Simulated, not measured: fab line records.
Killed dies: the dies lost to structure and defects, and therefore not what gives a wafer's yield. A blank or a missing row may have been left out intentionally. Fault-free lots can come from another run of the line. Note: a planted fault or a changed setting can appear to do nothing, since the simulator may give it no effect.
Matching of chambers :: flow nand_harc :: NHARC_P_BONDPAD_CMP_32 on cmp-01 has 4 sister chambers
The step polishes SiCN, target thk 200 nm. 8 wafers are shown with their chamber, then 12 later ones without.

== WAFERS WITH THEIR CHAMBER ==
wafer: L087.1
chamber: 1
motor_current_A (A): 11.5

wafer: L091.1
chamber: 0
motor_current_A (A): 9.4

wafer: L091.6
chamber: 0
motor_current_A (A): 9.8

wafer: L092.2
chamber: 1
motor_current_A (A): 11.9

wafer: L092.5
chamber: 3
motor_current_A (A): 11.2

wafer: L093.2
chamber: 2
motor_current_A (A): 10.4

wafer: L093.4
chamber: 3
motor_current_A (A): 11.7

wafer: L093.6
chamber: 2
motor_current_A (A): 10.6

== WAFERS WITH NO CHAMBER GIVEN ==
wafer: L093.1
motor_current_A (A): 9.5

wafer: L093.3
motor_current_A (A): 11.6

wafer: L093.5
motor_current_A (A): 11.8

wafer: L095.1
motor_current_A (A): 11.4

wafer: L095.3
motor_current_A (A): 10.1

wafer: L095.4
motor_current_A (A): 9.8

wafer: L096.1
motor_current_A (A): 10.7

wafer: L096.4
motor_current_A (A): 9.4

wafer: L096.6
motor_current_A (A): 10.9

wafer: L097.1
motor_current_A (A): 10.7

wafer: L097.2
motor_current_A (A): 9.5

wafer: L097.5
motor_current_A (A): 11.6

== WHICH CHAMBER EACH WENT THROUGH ==
wafer: L093.1
from the rows above: 0
in truth: 0

wafer: L093.3
from the rows above: can't be placed: 1 or 3
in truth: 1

wafer: L093.5
from the rows above: can't be placed: 1 or 3
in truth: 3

wafer: L095.1
from the rows above: can't be placed: 3 or 1
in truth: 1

wafer: L095.3
from the rows above: can't be placed: 2 or 0
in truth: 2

wafer: L095.4
from the rows above: can't be placed: 0 or 2
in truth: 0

wafer: L096.1
from the rows above: can't be placed: 2 or 3
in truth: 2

wafer: L096.4
from the rows above: 0
in truth: 0

wafer: L096.6
from the rows above: can't be placed: 2 or 3 or 1
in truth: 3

wafer: L097.1
from the rows above: can't be placed: 2 or 3
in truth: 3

wafer: L097.2
from the rows above: 0
in truth: 0

wafer: L097.5
from the rows above: can't be placed: 1 or 3
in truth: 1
Correct placement for 3 of the 12. Can't be placed from these rows: 9 (the true chamber is among the candidates in 9). 0 placed wrongly.
How it was worked out, from the rows above alone: a wafer's distance from a chamber is the root of the sum, over the readings, of the square of ((its reading less the chamber's mean) divided by the reading's scatter). If the next closest chamber is less than 2 further off than the closest, the wafer can't be placed; otherwise it belongs to the closest. Each chamber's mean is taken over the wafers shown for it. The scatter: take each reading less its chamber's mean, square it, sum over the shown wafers, divide by the number of wafers less the number of chambers, and take the root.
